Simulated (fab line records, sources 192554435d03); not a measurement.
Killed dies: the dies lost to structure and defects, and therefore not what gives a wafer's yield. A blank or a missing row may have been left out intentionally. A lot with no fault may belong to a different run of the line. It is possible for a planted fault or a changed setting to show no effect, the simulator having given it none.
What tool caused it? ; flow n5Finfet ; Sampling: 10 lots, 30 wafers, 5 of 1938 route steps

WHAT THE GAUGES READ, wafer by wafer
N5_BEOL_M4_RC_MEAS_101.
lot;measured;on;CJ_N
L869;day 7 22:14;prober-01;4.43 4.47 4.41
L870;day 8 03:34;prober-01;4.39 4.40 4.44
L872;day 8 15:06;prober-02;4.51 4.40 4.50
L873;day 8 17:10;prober-02;4.41 4.40 4.42
L874;day 8 23:52;prober-02;4.43 4.40 4.35
L875;day 9 06:56;prober-02;4.48 4.47 4.49
L881;day 10 21:25;prober-01;4.41 4.39 4.42
L887;day 12 17:29;prober-01;4.46 3.61 3.62
L889;day 13 17:08;prober-01;4.37 4.34 4.37
L891;day 15 05:43;prober-01;4.20 4.24 4.23

TOOL THAT RAN EACH LOT (tool first, then ch and the chambers of the sampled wafers, then the start)
lot;N5_SD_EPI_N_SD_RECESS_17;N5_BEOL_M4_SPUTTER_88;N5_BEOL_M4_SPUTTER_96;N5_BEOL_M4_PRE_CLEAN_60
L869;rieSi-03 ch 0,3, day 3 03:21;pvdSputter-03, day 7 20:13;pvdSputter-03, day 7 21:05;cvdCo-02 ch 0,1,2, day 7 21:58
L870;rieSi-05 ch 0,1,2, day 3 09:12;pvdSputter-03, day 8 01:25;pvdSputter-03, day 8 02:17;cvdCo-01 ch 0,1,2, day 8 03:08
L872;rieSi-02 ch 1,2, day 3 19:51;pvdSputter-03, day 8 13:08;pvdSputter-03, day 8 14:01;cvdCo-01 ch 0,1, day 8 14:50
L873;rieSi-02 ch 0,1,3, day 4 02:20;pvdSputter-03, day 8 15:11;pvdSputter-03, day 8 16:04;cvdCo-01 ch 0,1,2, day 8 16:53
L874;rieSi-02 ch 1,2,3, day 4 06:20;pvdSputter-02, day 8 21:53;pvdSputter-02, day 8 22:46;cvdCo-01 ch 1,2, day 8 23:36
L875;rieSi-02 ch 0,1,3, day 4 13:51;pvdSputter-01, day 9 04:47;pvdSputter-01, day 9 05:40;cvdCo-01 ch 0,2, day 9 06:30
L881;rieSi-02 ch 0,2,3, day 6 00:50;pvdSputter-02, day 10 19:21;pvdSputter-02, day 10 20:14;cvdCo-02 ch 0,1,2, day 10 21:08
L887;rieSi-02 ch 1,2, day 7 13:56;pvdSputter-02, day 12 14:53;pvdSputter-02, day 12 15:46;cvdCo-02 ch 0,1,2, day 12 17:03
L889;rieSi-05 ch 0,1,3, day 8 07:42;pvdSputter-03, day 13 14:38;pvdSputter-03, day 13 15:31;cvdCo-01 ch 1,2, day 13 16:22
L891;rieSi-03 ch 0,2,3, day 8 21:44;pvdSputter-02, day 15 03:40;pvdSputter-02, day 15 04:33;cvdCo-02 ch 0,2, day 15 05:22
- N5_SD_EPI_N_SD_RECESS_17: chemistry HBr/Cl2/O2, target depth 41 nm, time 23.7 s, bt time 3 s.
- N5_BEOL_M4_SPUTTER_88: material Cu, target thk 4.5 nm, time 8.29 s.
- N5_BEOL_M4_SPUTTER_96: material Cu, target thk 4.5 nm, time 8.29 s.
- N5_BEOL_M4_PRE_CLEAN_60: time 15 s.

THE ANSWER, worked out from the rows above alone
Rule: what is usual is taken from the lots themselves. The widest of any qualifying gaps counts: lots, ordered by their means at a reading, are off when they make up no more than a third of the lots, leave a main group of 4 or more, and stand apart from it by 3 or more times the standard deviation of that group's means. Not used: any main group whose means are identical at the precision the tables above print for the reading. A lot without any number at a reading at which 4 lots or more have one is off too. Where the step has rows for the other lots, those lots are counted as sound.
Off: at N5_BEOL_M4_RC_MEAS_101 (CJ_N), L887. For the main group the mean is 4.40 and the standard deviation 0.071.
If a tool, at a process step before that reading, ran all the lots that are off and no sound lot after the first of them, it fits. Those tools and the gauges at N5_BEOL_M4_RC_MEAS_101 are tried in the same way. One fits: rieSi-02 at N5_SD_EPI_N_SD_RECESS_17. A fault onset in the window from L881 (day 6 00:50, its last sound lot) to L887 (day 7 13:56, its first lot off) fits.

WHAT WAS PUT IN BY THE SIMULATOR
rieSi-02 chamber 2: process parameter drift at N5_SD_EPI_N_SD_RECESS_17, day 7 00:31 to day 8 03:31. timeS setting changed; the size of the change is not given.
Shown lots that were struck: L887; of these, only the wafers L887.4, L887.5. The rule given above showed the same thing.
